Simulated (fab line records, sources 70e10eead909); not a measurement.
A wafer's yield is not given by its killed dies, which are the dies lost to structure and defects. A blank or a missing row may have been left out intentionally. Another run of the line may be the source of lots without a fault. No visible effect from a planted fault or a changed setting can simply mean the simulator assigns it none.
fab line records    flow nand-harc
record: lots: 7  wafers: 21  last-day: 32
route steps=1302 shown P_M1@311 P_M2@318 END@1302
lots that met no fault: taken from a fault-free run of the same line
start-h: hours from the record's opening day to when the first of the lot's shown wafers began    wait-h: hours since the lot's step before    " unchanged from the row above    L1.1+2: a row that stands for several wafers    - no value present, or no start provided    * or withheld: withheld    < > ~ a bound
route shown NAME@n: names a module that has steps shown in the file, with the first one's number in the route    usual: mean/standard deviation of fault-free wafers    same: alike in all rows    chamber/n: place in a boat    sites: the reading at each site    _std_site: how widely they spread, as a standard deviation    _edge_site: inner sites' mean taken away from outer sites' mean    radius-mm: for every site, how far away it sits from the centre of the wafer    mask NAME#n: copy n    behind: tool/chamber where the wafer was last shaped    hold: why the lot was held/for how many hours/how that ended    device: names the non-switching transistor (n, p or np)    end of line: the same wafers' tests at the end of the route    for a step that has no rows: nothing shown but its recipe    killed: not the wafer's yield, but the dies lost to structure and defects at the first sort    map: a wafer's dies, marking killed ones x, the rest . and places with no die _
set.NAME: the setting as run; set.NAME@STEP: as run at that earlier step    model.NAME: the simulator's own value behind a step, which no gauge read
lots seen at some steps along the route; tables by step, rows by wafer
services: from which hour (start-h, from the record's first day; less than 0 if before it) a tool's chamber was out of use, for how many hours, and why
== steps ==
step: NHARC_P_M1_CMP_23
recipe: t-overpolish-s: 20  target-thk-nm: 157.82
usual: motor-current-A: 11.7/1  pad-life-wafers: 196/100  time-to-endpoint-s: 29/3.5
lot.wafer  tool    chamber  start-h  wait-h  motor-current-A  pad-life-wafers  time-to-endpoint-s
L453.2     cmp-03  0        134.74   -       10.7             272              27
L453.5     "       2        "        "       10.7             -                31
L453.6     "       3        "        "       12.6             -                25
L464.3     cmp-01  1        244.40   -       12.9             165              33
L464.5     "       2        "        "       12.4             -                29
L464.6     "       3        "        "       11.0             -                28
L466.2     cmp-01  0        274.81   -       13.3             260              29
L466.5     "       2        "        "       13.0             -                23
L466.6     "       3        "        "       11.4             -                23
L467.2     cmp-01  2        275.38   -       12.7             264              23
L467.1     "       1        "        "       12.9             267              27
L467.6     "       3        "        "       10.8             -                22
L472.4     cmp-01  3        328.02   -       11.2             109              27
L472.3     "       0        "        "       13.0             110              31
L472.1     "       1        "        "       12.8             111              33
L473.4     cmp-03  1        334.61   -       11.7             247              34
L473.1     "       3        "        "       12.6             249              27
L473.5     "       0        "        "       10.9             -                29
L474.4     cmp-03  0        348.60   -       10.2             312              28
L474.2     "       2        "        "       11.2             314              29
L474.5     "       0        "        "       10.2             -                28
step: NHARC_P_M1_THK_MEAS_24
recipe: thk-meas-gauge: xrf
usual: thk-nm: 157.6/1.6
lot.wafer  tool           chamber  start-h  wait-h  thk-nm
L453.2     film-metro-01  -        135.00   -       155.5
L453.5     "              -        "        "       155.7
L453.6     "              -        "        "       155.7
L464.3     film-metro-01  -        244.63   -       158.0
L464.5     "              -        "        "       158.0
L464.6     "              -        "        "       158.4
L466.2     film-metro-02  -        275.07   -       157.7
L466.5     "              -        "        "       157.1
L466.6     "              -        "        "       156.7
L467.1     film-metro-02  -        275.70   -       161.0
L467.2     "              -        "        "       160.0
L467.6     "              -        "        "       158.2
L472.1     film-metro-01  -        328.31   -       161.1
L472.3     "              -        "        "       159.3
L472.4     "              -        "        "       159.8
L473.1     film-metro-02  -        334.90   -       155.9
L473.4     "              -        "        "       159.0
L473.5     "              -        "        "       159.2
L474.2     film-metro-02  -        348.91   -       157.8
L474.4     "              -        "        "       154.7
L474.5     "              -        "        "       155.9
step: NHARC_P_M1_SRD_25
step: NHARC_P_M1_INSPECT_27
usual: raw-defect-count: 307/110
lot.wafer  tool               chamber  start-h  wait-h  raw-defect-count
L453.2     defect-inspect-01  -        135.16   0.0     232
L453.5     "                  -        "        "       636
L453.6     "                  -        "        "       285
L464.3     defect-inspect-01  -        244.79   0.0     297
L464.5     "                  -        "        "       190
L464.6     "                  -        "        "       219
L466.2     defect-inspect-01  -        275.23   0.0     398
L466.5     "                  -        "        "       192
L466.6     "                  -        "        "       248
L467.1     defect-inspect-01  -        275.85   0.0     411
L467.2     "                  -        "        "       195
L467.6     "                  -        "        "       410
L472.1     defect-inspect-01  -        328.46   0.0     369
L472.3     "                  -        "        "       385
L472.4     "                  -        "        "       320
L473.1     defect-inspect-02  -        335.05   0.0     287
L473.4     "                  -        "        "       242
L473.5     "                  -        "        "       383
L474.2     defect-inspect-02  -        349.07   0.0     198
L474.4     "                  -        "        "       263
L474.5     "                  -        "        "       130
step: NHARC_P_M1_PRE_CLEAN_32
recipe: time-s: 12  temp-c: 370  rf-power-w: 300  gas: NH3
usual: heater-power-w: 630/79
lot.wafer  tool      chamber  start-h  wait-h  heater-power-w
L453.2     pecvd-03  0        135.25   0.1     596
L453.5     "         1        "        "       442
L453.6     "         2        "        "       761
L464.3     pecvd-03  1        244.88   0.1     490
L464.5     "         2        "        "       715
L464.6     "         1        "        "       489
L466.2     pecvd-03  1        275.31   0.1     526
L466.5     "         0        "        "       590
L466.6     "         2        "        "       700
L467.1     pecvd-01  0        275.92   0.1     669
L467.2     "         2        "        "       703
L467.6     "         1        "        "       588
L472.1     pecvd-01  1        328.53   0.1     620
L472.3     "         2        "        "       735
L472.4     "         2        "        "       737
L473.1     pecvd-03  0        335.14   0.1     643
L473.4     "         0        "        "       626
L473.5     "         1        "        "       563
L474.2     pecvd-03  2        349.14   0.1     645
L474.4     "         0        "        "       567
L474.5     "         1        "        "       561
step: NHARC_P_M1_DEP_33
recipe: target-thk-a: 300  temp-c: 370  target-thk-nm: 30  pressure-torr: 3  flow-sccm: 200  rf-w: 450  material: SiCN
usual: heater-power-w: 580/85
lot.wafer  tool      chamber  start-h  wait-h  heater-power-w
L453.2     pecvd-03  0        135.39   0.1     547
L453.5     "         1        "        "       485
L453.6     "         2        "        "       648
L464.3     pecvd-03  1        245.02   0.1     505
L464.5     "         2        "        "       660
L464.6     "         1        "        "       484
L466.2     pecvd-03  1        275.42   0.1     424
L466.5     "         0        "        "       557
L466.6     "         2        "        "       658
L467.1     pecvd-01  0        276.00   0.1     637
L467.2     "         2        "        "       649
L467.6     "         1        "        "       588
L472.1     pecvd-01  1        328.61   0.1     524
L472.3     "         2        "        "       684
L472.4     "         2        "        "       685
L473.1     pecvd-03  0        335.24   0.1     558
L473.4     "         0        "        "       569
L473.5     "         1        "        "       482
L474.2     pecvd-03  2        349.22   0.1     594
L474.4     "         0        "        "       469
L474.5     "         1        "        "       444
step: NHARC_P_M2_DEP_00
recipe: target-thk-a: 1825  target-thk-nm: 182.5  temp-c: withheld  pressure-torr: 5  flow-sccm: 200  rf-w: 600  material: SiOC
step: NHARC_P_M2_DEHYDRATE_01
recipe: temp-c: 150  time-s: 120
step: NHARC_P_M2_HMDS_02
recipe: time-s: 30
step: NHARC_P_M2_COAT_34
recipe: temp-c: 200  time-s: 65
step: NHARC_P_M2_COAT_03
recipe: spin-rpm: 1500  resist-thk-nm: 90
step: NHARC_P_M2_SOFTBAKE_04
recipe: temp-c: 105  time-s: 55
usual: heater-power-total-W: 188.45/0.13  resist-line-temp-C: 23.01/0.11
lot.wafer  tool            chamber  start-h  wait-h  heater-power-total-W  resist-line-temp-C
L453.2     litho-track-01  0        136      -       188.37                23.08
L453.5     "               0        "        "       188.62                22.98
L453.6     "               0        "        "       188.54                22.92
L464.3     litho-track-06  0        245      -       193.16                22.95
L464.5     "               0        "        "       193.23                22.89
L464.6     "               0        "        "       193.22                22.92
L466.2     litho-track-06  0        276      -       193.21                22.88
L466.5     "               0        "        "       193.10                23.10
L466.6     "               0        "        "       193.15                22.99
L467.1     litho-track-06  0        276      -       193.15                23.02
L467.2     "               0        "        "       193.44                23.01
L467.6     "               0        "        "       193.28                23.25
L472.1     litho-track-06  0        329      -       188.35                23.14
L472.3     "               0        "        "       188.69                22.94
L472.4     "               0        "        "       188.45                23.15
L473.1     litho-track-06  0        336      -       188.32                22.98
L473.4     "               0        "        "       188.40                22.97
L473.5     "               0        "        "       188.45                22.96
L474.2     litho-track-04  0        350      -       188.41                22.70
L474.4     "               0        "        "       188.46                22.88
L474.5     "               0        "        "       188.37                22.96
step: NHARC_P_M2_EBR_05
step: NHARC_END_SORT_01
recipe: temp-c: 25
usual: defect-limited-yield: 90.7/2.7  killed-at-array: 58/19  killed-at-other: 1.1/1.2  killed-at-periphery: 3.8/2.4  killed-dies: 63/18  killed-open: 3.3/1.8  killed-short: 2.2/1.6
same: gross-dies: 677
lot.wafer  tool       chamber  start-h  wait-h  defect-limited-yield[%]  killed-at-array  killed-at-other  killed-at-periphery  killed-dies  killed-open  killed-short
L464.3     prober-01  0        670.37   3.1     91.1                     60               0                0                    60           2            2
L464.5     prober-01  0        671.96   3.7     91.1                     56               0                4                    60           4            1
L464.6     prober-01  0        672.75   4.0     90.3                     64               0                2                    66           7            3
L466.2     prober-01  0        697.05   2.8     88.0                     78               1                2                    81           2            2
L466.5     prober-01  0        699.43   3.7     90.3                     62               4                0                    66           3            2
L466.6     prober-01  0        700.22   4.0     90.4                     60               3                2                    65           3            1
L467.1     prober-01  0        704.53   2.5     88.2                     75               1                4                    80           1            2
L467.2     prober-01  0        705.31   2.8     85.5                     94               1                3                    98           5            4
L467.6     prober-01  0        708.45   3.9     88.8                     71               0                5                    76           5            1
killed by level:class
L464.3 A_SLIT:chamber-film-flake=33 A_CHANNEL_HOLE_D1:chamber-film-flake=10 A_CHANNEL_FILL_D2:chamber-film-flake=5 A_M1:chamber-film-flake=3 A_STAIRCASE:chamber-film-flake=2 A_CONTACT:chamber-film-flake=2 A_SOURCE_PLATE:geometric-particle:short=1 A_ONON_D1:geometric-particle:short=1
L464.5 A_SLIT:chamber-film-flake=36 A_CHANNEL_HOLE_D1:chamber-film-flake=7 P_M2:chamber-film-flake=2 A_CHANNEL_HOLE_D2:chamber-film-flake=2 A_CHANNEL_FILL_D2:chamber-film-flake=2 A_STAIRCASE:chamber-film-flake=2 P_M2:geometric-particle:open=1 A_ONON_D1:geometric-particle:open=1
L464.6 A_SLIT:chamber-film-flake=34 A_CHANNEL_HOLE_D1:chamber-film-flake=6 A_M1:chamber-film-flake=6 A_ONON_D1:geometric-particle:open=4 A_CHANNEL_FILL_D2:chamber-film-flake=4 A_CONTACT:chamber-film-flake=3 P_M2:chamber-film-flake=2 A_SOURCE_PLATE:geometric-particle:open=1
L466.2 A_SLIT:chamber-film-flake=34 A_CHANNEL_HOLE_D2:chamber-film-flake=21 A_CHANNEL_HOLE_D1:chamber-film-flake=6 A_CONTACT:chamber-film-flake=6 A_WL_FILL:chamber-film-flake=3 A_STAIRCASE:chamber-film-flake=2 P_STI:geometric-particle:open=1 A_ONON_D1:geometric-particle:open=1
L466.5 A_SLIT:chamber-film-flake=30 A_CHANNEL_HOLE_D2:chamber-film-flake=11 A_CONTACT:chamber-film-flake=5 A_CHANNEL_HOLE_D1:chamber-film-flake=4 THIN_TSV:chamber-film-flake=4 A_M1:chamber-film-flake=3 A_ONON_D1:geometric-particle:short=1 A_DECK1_JOINT:geometric-particle:short=1
L466.6 A_SLIT:chamber-film-flake=31 A_CHANNEL_HOLE_D2:chamber-film-flake=16 A_CHANNEL_HOLE_D1:chamber-film-flake=3 A_STAIRCASE:chamber-film-flake=3 A_CONTACT:chamber-film-flake=3 THIN_TSV:chamber-film-flake=3 P_M0:geometric-particle:open=1 A_SOURCE_PLATE:geometric-particle:short=1
L467.1 A_CHANNEL_HOLE_D1:chamber-film-flake=33 A_SLIT:chamber-film-flake=29 A_STAIRCASE:chamber-film-flake=4 P_GATE:chamber-film-flake=2 A_M1:chamber-film-flake=2 A_WL_FILL:chamber-film-flake=2 A_CONTACT:chamber-film-flake=2 A_WL_FILL:geometric-particle:short=1
L467.2 A_CHANNEL_HOLE_D1:chamber-film-flake=39 A_SLIT:chamber-film-flake=36 A_WL_FILL:chamber-film-flake=5 A_STAIRCASE:chamber-film-flake=3 P_M1:geometric-particle:open=2 A_CONTACT:chamber-film-flake=2 A_ONON_D1:geometric-particle:short=1 A_DECK1_JOINT:geometric-particle:short=1
L467.6 A_SLIT:chamber-film-flake=35 A_CHANNEL_HOLE_D1:chamber-film-flake=25 A_STAIRCASE:chamber-film-flake=4 A_CONTACT:chamber-film-flake=3 P_M0:geometric-particle:open=2 P_BONDPAD:chamber-film-flake=2 P_CONTACT:geometric-particle:open=1 A_ONON_D2:geometric-particle:open=1
== services ==
tool            chamber  start-h  hours  kind
pecvd-01        -        113.22   1.3    repair
pecvd-01        -        130.08   13.0   pm
litho-track-01  -        155.00   7.0    pm
pecvd-03        1        158.90   13.6   repair
cmp-03          -        162.00   4.0    pm
pecvd-03        -        177.07   1.3    repair
litho-track-06  -        179.00   7.0    pm
pecvd-01        1        181.38   3.8    repair
pecvd-01        -        182.49   1.7    repair
pecvd-03        -        185.00   13.0   pm
pecvd-03        0        185.00   13.0   vent-cycle
pecvd-03        1        185.00   13.0   vent-cycle
pecvd-03        2        185.00   13.0   vent-cycle
cmp-01          -        193.53   4.0    pm
pecvd-03        0        198.00   -      clean
litho-track-04  -        203.00   7.0    pm
cmp-03          -        230.18   1.7    repair
cmp-01          -        237.91   0.8    repair
cmp-03          -        241.71   1.2    repair
cmp-03          -        260.00   4.0    pm
cmp-01          -        291.53   4.0    pm
cmp-03          -        306.77   0.3    repair
pecvd-01        -        311.08   13.0   pm
litho-track-01  -        330.00   7.0    pm
== key ==
first-sign: step: NHARC_P_M2_SOFTBAKE_04  reading: heater-power-total-W  direction: up  sigmas: 36  usual: *  struck: *
effect none on later readings
met-at NHARC_P_M2_SOFTBAKE_04
struck-wafers L464.3,L464.5,L464.6,L466.2,L466.5,L466.6,L467.1,L467.2,L467.6
fault: kind: process-parameter-drift  tool: litho-track-06  chamber: -  onset-h: 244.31  steps: NHARC_P_M2_SOFTBAKE_04  channel: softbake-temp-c  offset: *  shape: step  end-h: 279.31  acts-in: *  stated: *
